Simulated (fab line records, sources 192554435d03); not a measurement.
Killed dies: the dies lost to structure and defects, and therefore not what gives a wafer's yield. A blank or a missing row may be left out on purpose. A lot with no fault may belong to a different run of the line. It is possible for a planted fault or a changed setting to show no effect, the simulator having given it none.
Which tool was responsible?    flow n5_finfet    12 lots, 30 wafers sampled, at 5 steps of a route of 1938

## WHAT THE GAUGES READ, wafer by wafer
Not one reading of a measure or inspect step in the record can be checked against a usual standard deviation.

## TOOL THAT RAN EACH LOT (tool first, then ch and the chambers of the sampled wafers, then the start)
lot   N5_BEOL_M7_TRENCH_ETCH_37                      N5_BEOL_M7_SURFACE_TREAT_79   N5_BEOL_M7_CMP_52              N5_BEOL_M8_COAT_59                 N5_PASSIVATION_PROBE_49
L487  rie_diel-01 ch 2,3, day 9 10:47 or earlier     pvd_sputter-01, day 9 10:47   cmp-04 ch 0,1,2, day 9 11:42   litho_track-03 ch 0, day 9 13:22   -
L488  rie_diel-04 ch 2,3, day 9 15:13 or earlier     pvd_sputter-03, day 9 15:13   cmp-02 ch 0,3, day 9 16:28     litho_track-01 ch 0, day 9 18:39   -
L489  rie_diel-01 ch 0,3, day 9 17:25 or earlier     pvd_sputter-01, day 9 17:25   cmp-02 ch 0,2,3, day 9 18:21   litho_track-01 ch 0, day 9 21:11   -
L491  rie_diel-02 ch 2, day 10 06:35 or earlier      pvd_sputter-01, day 10 06:35  cmp-04 ch 0, day 10 07:36      litho_track-03 ch 0, day 10 09:04  -
L493  rie_diel-01 ch 0,3, day 10 16:47 or earlier    pvd_sputter-01, day 10 16:47  cmp-03 ch 2,3, day 10 17:33    litho_track-01 ch 0, day 10 19:08  -
L495  rie_diel-04 ch 0,2,3, day 11 08:58 or earlier  pvd_sputter-01, day 11 08:58  cmp-04 ch 0,2,3, day 11 10:30  litho_track-01 ch 0, day 11 13:57  -
L497  rie_diel-04 ch 0,3, day 12 04:41 or earlier    pvd_sputter-03, day 12 04:41  cmp-02 ch 1,3, day 12 05:42    litho_track-04 ch 0, day 12 09:09  -
L501  rie_diel-04 ch 2, day 13 01:22 or earlier      pvd_sputter-02, day 13 01:22  cmp-02 ch 0,1, day 13 02:29    litho_track-01 ch 0, day 13 05:23  -
L506  rie_diel-02 ch 0,3, day 14 01:26 or earlier    pvd_sputter-01, day 14 01:26  cmp-03 ch 1,2, day 14 02:16    litho_track-03 ch 0, day 14 04:17  -
L505  rie_diel-04 ch 0,3, day 14 01:28 or earlier    pvd_sputter-01, day 14 01:28  cmp-02 ch 0,1, day 14 02:20    litho_track-01 ch 0, day 14 05:43  prober-01, day 17 05:57
L507  rie_diel-02 ch 0,1, day 14 10:50 or earlier    pvd_sputter-03, day 14 10:50  cmp-02 ch 0,2,3, day 14 12:10  litho_track-03 ch 0, day 14 13:25  -
L509  rie_diel-01 ch 0,1, day 14 17:07 or earlier    pvd_sputter-03, day 14 17:07  cmp-04 ch 0,2, day 14 18:04    litho_track-03 ch 0, day 14 19:45  -
- N5_BEOL_M7_TRENCH_ETCH_37: etches SiCOH lowk in C4F6/O2, target depth 93.478 nm, time 31.2 s.
- N5_BEOL_M7_SURFACE_TREAT_79
- N5_BEOL_M7_CMP_52: polishes, stops on SiCOH lowk, t overpolish 6.9 s, target thk 80 nm.
- N5_BEOL_M8_COAT_59: time 60 s, resist thk 100 nm.
- N5_PASSIVATION_PROBE_49

## WHAT THE TOOLS THEMSELVES READ (means of the sampled wafers that have a number; where no wafer has one, the mark that the record gives instead)
N5_BEOL_M7_TRENCH_ETCH_37. Usual: C4F6_flow_sccm 9.999 sccm, standard deviation 0.03; chamber_pressure_mTorr 30.000 mTorr, standard deviation 0.026; drypump_motor_current_A 5.9 A, standard deviation 0.56; oes_product_au 0.78 a.u., standard deviation 0.071; rf_fwd_power_W 340.9 W, standard deviation 1.7; rf_vpp_V 663 V, standard deviation 22; showerhead_plenum_p_Torr 2.83 Torr, standard deviation 0.089; throttle_valve_pct 20.82 %, standard deviation 0.27.
lot   tool         C4F6_flow_sccm (sccm)  chamber_pressure_mTorr (mTorr)  drypump_motor_current_A (A)  oes_product_au (a.u.)  rf_fwd_power_W (W)  rf_vpp_V (V)  showerhead_plenum_p_Torr (Torr)  throttle_valve_pct (%)  flag
L487  rie_diel-01  10.014                 29.972                          6.6                          0.76                   342.3               667           2.76                             20.48                   
L488  rie_diel-04  9.960                  29.990                          6.2                          0.76                   339.5               672           2.73                             20.66                   
L489  rie_diel-01  9.989                  29.993                          5.5                          0.83                   342.2               666           2.78                             20.48                   
L491  rie_diel-02  10.018                 29.977                          6.2                          0.87                   341.4               652           3.01                             20.73                   
L493  rie_diel-01  9.977                  30.008                          5.9                          0.77                   341.8               660           2.79                             20.52                   
L495  rie_diel-04  10.016                 29.989                          6.2                          0.73                   339.1               684           2.79                             20.79                   
L497  rie_diel-04  9.976                  30.003                          6.4                          0.74                   340.9               689           2.83                             20.83                   
L501  rie_diel-04  10.006                 30.013                          5.7                          0.70                   337.8               672           2.70                             20.74                   
L506  rie_diel-02  9.979                  30.002                          5.8                          0.78                   341.4               654           2.85                             21.09                   
L505  rie_diel-04  9.972                  30.006                          6.5                          0.74                   339.6               681           2.78                             20.79                   
L507  rie_diel-02  10.010                 30.024                          5.5                          0.82                   341.6               642           2.87                             20.90                   
L509  rie_diel-01  10.002                 30.002                          5.8                          0.81                   340.7               652           2.82                             20.88                   

N5_BEOL_M7_CMP_52. Usual: barrier_field_endpoint_s 29.0 s, standard deviation 0.85; motor_current_A 6.1 A, standard deviation 0.63; overpolish_run_s 6.899 s, standard deviation 0.0092; time_to_endpoint_s 63 s, standard deviation 4.
lot   tool    barrier_field_endpoint_s (s)  motor_current_A (A)  overpolish_run_s (s)  time_to_endpoint_s (s)  flag
L487  cmp-04  30.4                          5.7                  6.895                 65                      
L488  cmp-02  29.5                          5.9                  6.906                 66                      
L489  cmp-02  29.5                          5.8                  6.905                 63                      
L491  cmp-04  29.6                          5.7                  6.905                 66                      
L493  cmp-03  30.0                          5.7                  6.898                 67                      
L495  cmp-04  28.7                          6.1                  6.904                 64                      
L497  cmp-02  27.9                          6.5                  6.905                 62                      
L501  cmp-02  29.6                          6.3                  6.894                 66                      
L506  cmp-03  28.4                          6.2                  6.905                 62                      
L505  cmp-02  28.8                          6.3                  6.901                 63                      
L507  cmp-02  29.2                          5.9                  6.898                 66                      
L509  cmp-04  30.4                          5.6                  6.891                 69                      

N5_BEOL_M8_COAT_59. Usual: spin_speed_rpm reads 1500.1 rpm (standard deviation 0.96).
lot   tool            spin_speed_rpm (rpm)  flag
L487  litho_track-03  1500.2                
L488  litho_track-01  1500.1                
L489  litho_track-01  1499.7                
L491  litho_track-03  1500.0                
L493  litho_track-01  1500.1                
L495  litho_track-01  1499.6                
L497  litho_track-04  1499.3                
L501  litho_track-01  1499.8                
L506  litho_track-03  1498.9                
L505  litho_track-01  1577.7                OFF
L507  litho_track-03  1499.8                
L509  litho_track-03  1501.7                

N5_PASSIVATION_PROBE_49. Usual: defect_limited_yield 91.3 %, standard deviation 1.4; killed_at_M0_to_M3 32, standard deviation 9.5; killed_at_M4_up 14, standard deviation 5.2; killed_at_contacts 13, standard deviation 5.7; killed_at_front_end 41, standard deviation 12; killed_at_other 3.5, standard deviation 2.6; killed_dies 103, standard deviation 17; killed_open 68, standard deviation 14; killed_short 32, standard deviation 7; sort_bin_4_leakage 0.01 %, standard deviation 0.051; sort_bin_5_function 5.0 %, standard deviation 0.91; sort_bin_6_memory 3.3 %, standard deviation 0.7; sort_bin_8_speed 0.03 %, standard deviation 0.22; sort_n_pass 1076, standard deviation 17; sort_yield_pct 91.2 %, standard deviation 1.4.
lot   tool       defect_limited_yield (%)  killed_at_M0_to_M3  killed_at_M4_up  killed_at_contacts  killed_at_front_end  killed_at_other  killed_dies  killed_open  killed_short  sort_bin_4_leakage (%)  sort_bin_5_function (%)  sort_bin_6_memory (%)  sort_bin_8_speed (%)  sort_n_pass  sort_yield_pct (%)  flag
L505  prober-01  87.8                      35                  23               14                  68                   4.7              144          75           38            0.03                    7.1                      3.6                    0.00                  1035         87.7                

## THE ANSWER, worked out from the rows above alone
Rule: a lot is off if the mean of its wafers that have a number lies more than 3 standard deviations from the usual mean. Also off: a lot with no number at a reading for which 4 or more lots have one. Where the step has rows for the other lots, those lots are counted as sound. The gauges are gone through in route order, then the tools' own readings, and for those a lot's mean is taken as printed above. The first step at which some lot is off is used, and at that step the reading that is off furthest; a lot without a number counts as furthest.
Off: L505 (N5_BEOL_M8_COAT_59, spin_speed_rpm).
If a tool, at that step or one of the process steps before it, ran each lot that is off and ran no sound lot following the first of them, it fits. N5_BEOL_M7_TRENCH_ETCH_37 gives no start for some lots, so the hours and the order of its lots are those of N5_BEOL_M7_SURFACE_TREAT_79. Can't be told from this: 3 tools fit, rie_diel-04 at N5_BEOL_M7_TRENCH_ETCH_37, pvd_sputter-01 at N5_BEOL_M7_SURFACE_TREAT_79, litho_track-01 at N5_BEOL_M8_COAT_59.

## WHAT THE SIMULATOR HAD INSERTED
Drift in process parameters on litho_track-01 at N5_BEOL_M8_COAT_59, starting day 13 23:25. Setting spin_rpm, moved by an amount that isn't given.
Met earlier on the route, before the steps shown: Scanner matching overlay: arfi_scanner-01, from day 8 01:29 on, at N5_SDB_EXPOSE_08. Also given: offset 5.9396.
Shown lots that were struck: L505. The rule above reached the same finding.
